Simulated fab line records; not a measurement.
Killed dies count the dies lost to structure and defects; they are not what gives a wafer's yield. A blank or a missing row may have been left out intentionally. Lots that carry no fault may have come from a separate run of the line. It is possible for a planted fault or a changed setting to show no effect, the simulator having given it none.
2 desks looking at one fault ; flow n5_finfet ; only its own numbers are on each desk; what lay behind them is given at the end

## FOR THE TOOL OWNER'S DESK: pecvd-01
The tool's own readings at N5_BEOL_M14_DEP_53 (deposits SiCN from 3MS/NH3, target thk 50 nm, time 17.8 s): means of the sampled wafers that have a number, for each lot that ran on this tool. Marked OUT: a lot whose mean sits more than 4 standard deviations from the usual mean, which makes it out of limits; the brackets give that distance.
Columns: A = showerhead_plenum_p_Torr at N5_BEOL_M14_DEP_53, usual 4.175 Torr; B = showerhead_vpp_V at N5_BEOL_M14_DEP_53, usual 1627 V; C = throttle_valve_pct at N5_BEOL_M14_DEP_53, usual 17.9 %
lot;first seen here;A;B;C
L269;day 13 12:52;4.172;1581;17.6
L270;day 13 22:41;4.184;1588;17.7
L282;day 17 00:06;4.164;1672;18.5
This desk's verdict: no lot among the 3 shows anything out of limits.

## THE METROLOGY DESK
Lot by lot, what the gauges showed, no matter which tool ran the lot: averages of those sampled wafers that carry a number. Marked OUT: a lot whose mean sits more than 4 standard deviations from the usual mean, which makes it out of limits; the brackets give that distance.
Columns: A = M14_THK at N5_BEOL_M14_THK_MEAS_50, usual 578 nm; B = M14_RS at N5_BEOL_M14_RS_MEAS_54, usual 0.0333 ohm/sq
lot;first seen here;A;B
L262;day 11 05:35;575;0.0329
L269;day 13 12:47;572;0.0334
L270;day 13 22:37;596;0.0324
L280;day 16 08:55;581;0.0327
L282;day 17 00:02;578;0.0333
L283;day 17 07:07;576;0.0336
This desk's verdict: no lot among the 6 shows anything out of limits.

## PUT TOGETHER
Nothing out of limits was seen by the tool owner's desk.
Nothing out of limits was seen by the metrology desk.

## WHAT HAD BEEN PUT IN BY THE SIMULATOR
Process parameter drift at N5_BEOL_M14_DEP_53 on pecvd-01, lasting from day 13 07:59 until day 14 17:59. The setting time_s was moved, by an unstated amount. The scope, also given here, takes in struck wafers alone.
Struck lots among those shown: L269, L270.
